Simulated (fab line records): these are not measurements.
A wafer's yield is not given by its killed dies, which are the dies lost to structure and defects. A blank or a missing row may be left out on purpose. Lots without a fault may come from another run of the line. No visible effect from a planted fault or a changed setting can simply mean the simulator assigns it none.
Struck lot and sound lot, side by side :: flow nand harc :: 13 steps out of a route of 1159
Sound: the wafers L784.3, L784.4, L784.5. Struck: wafer L772.3 (left out: L772.5, L772.6 of the same lot, which were not struck); the cause appears at the end.
Per side, at each step with rows, come the tool, then ch with its chambers, and then its first start. Under that, the readings that differ: sound wafers :: struck wafers :: difference of the means :: sigmas: that difference in standard deviations of wafers without a fault.
alike: readings with means less than 2 such deviations apart, plus words and numbers identical on both sides. not compared: withheld readings, readings lacking a value on some wafer, bounds such as >300 that could conceal the same value, and numbers that have no deviation in the record and whose values overlap.
Wherever a step has rows on one side only, a row that says differs or no value, or a row with sigmas, the two part there. Numbers that don't overlap but have no deviation are shown without sigmas and don't part them. A reading missing from all wafers of one side parts the sides only when that side holds two or more wafers.

first, 1 step without rows for these wafers: NHARC_A_SLIT_SRD_20.
NHARC_A_SLIT_CD_MEAS_21:
  sound on cd sem-02 at day 18 11:34; struck on cd sem-02 at day 15 16:56
  alike: cd nm
then, 3 steps without rows for these wafers: NHARC_A_SIN_REMOVE_WET_00 (chemistry H3PO4, time 15300 s); NHARC_A_SIN_REMOVE_PRECLEAN_01 (cleans in SC1); NHARC_A_SIN_REMOVE_SRD_02.
NHARC_A_SIN_REMOVE_INSPECT_04:
  sound on defect inspect-02 at day 18 19:16; struck on defect inspect-01 at day 16 00:23
  alike: raw defect count
NHARC_A_WL_FILL_ALD_00: deposits Al2O3, target thk 3 nm, pulse time 3 s, ald cycles 30.
  sound on ald hk-02 ch 0,2, day 18 19:19; struck on ald hk-04 ch 2, day 16 00:47
reading: precursor pulse height rel
sound: 0.979 1.026 1.035
struck: 0.974
difference: -0.039
sigmas: -2
  alike: heater power w
NHARC_A_WL_FILL_RTA_01: time 5 s.
  sound on rtp anneal-02 ch 0, day 18 19:38; struck on rtp anneal-02 ch 0, day 16 01:04
  alike: lamp power pct, wafer_temp_C_max
NHARC_A_WL_FILL_ALD_02: deposits TiN, target thk 2 nm, pulse time 3 s, ald cycles 100.
  sound on ald metal-04 ch 0,1,2, day 18 19:50; struck on ald metal-03 ch 0, day 16 01:14
  alike: heater power w, precursor pulse height rel
NHARC_A_WL_FILL_CVD_03: deposits W, target thk 40 nm, time 3302 s.
  sound on cvd w-01 ch 0,1, day 19 01:26; struck on cvd w-02 ch 0, day 16 11:16
  alike: heater power w, mfc ar sccm, throttle valve pct
NHARC_A_WL_FILL_ETCHBACK_04: etches the open film in NF3, target depth 60 nm, time 120 s.
  sound on rie metal-02 ch 0,1, day 19 03:53; struck on rie metal-03 ch 0, day 16 13:44
reading: run length s (s)
sound: 141.7 142.0 141.5
struck: 97.5
difference: -44.2
sigmas: -99 or more
  alike: drypump motor current A, oes product au
  not compared: rf hours counter h
NHARC_A_WL_FILL_ETCHBACK_05: etches the open film in Cl2/BCl3, target depth 22 nm, time 60 s.
  sound on rie metal-02 ch 0,1, day 19 04:05; struck on rie metal-03 ch 0, day 16 13:54
reading: drypump motor current A (A)
sound: 6.0 6.0 6.0
struck: 4.8
difference: -1.2
sigmas: -2
  alike: oes product au, run length s
  not compared: rf hours counter h
-- record jumps: 5 days between struck wafers' starts before vs after; left off in module A_WL_FILL, resumes in module END, first step shown is number 1159 of the route --
NHARC_END_SORT_01:
  at this point the record logs the struck wafers (prober-02 ch 0, day 21 05:29) and has no rows for the sound ones

## WHERE THEY PART
Earliest at NHARC_A_WL_FILL_ALD_00; latest, in this record, at NHARC_END_SORT_01.

WHY: what the simulator had put in
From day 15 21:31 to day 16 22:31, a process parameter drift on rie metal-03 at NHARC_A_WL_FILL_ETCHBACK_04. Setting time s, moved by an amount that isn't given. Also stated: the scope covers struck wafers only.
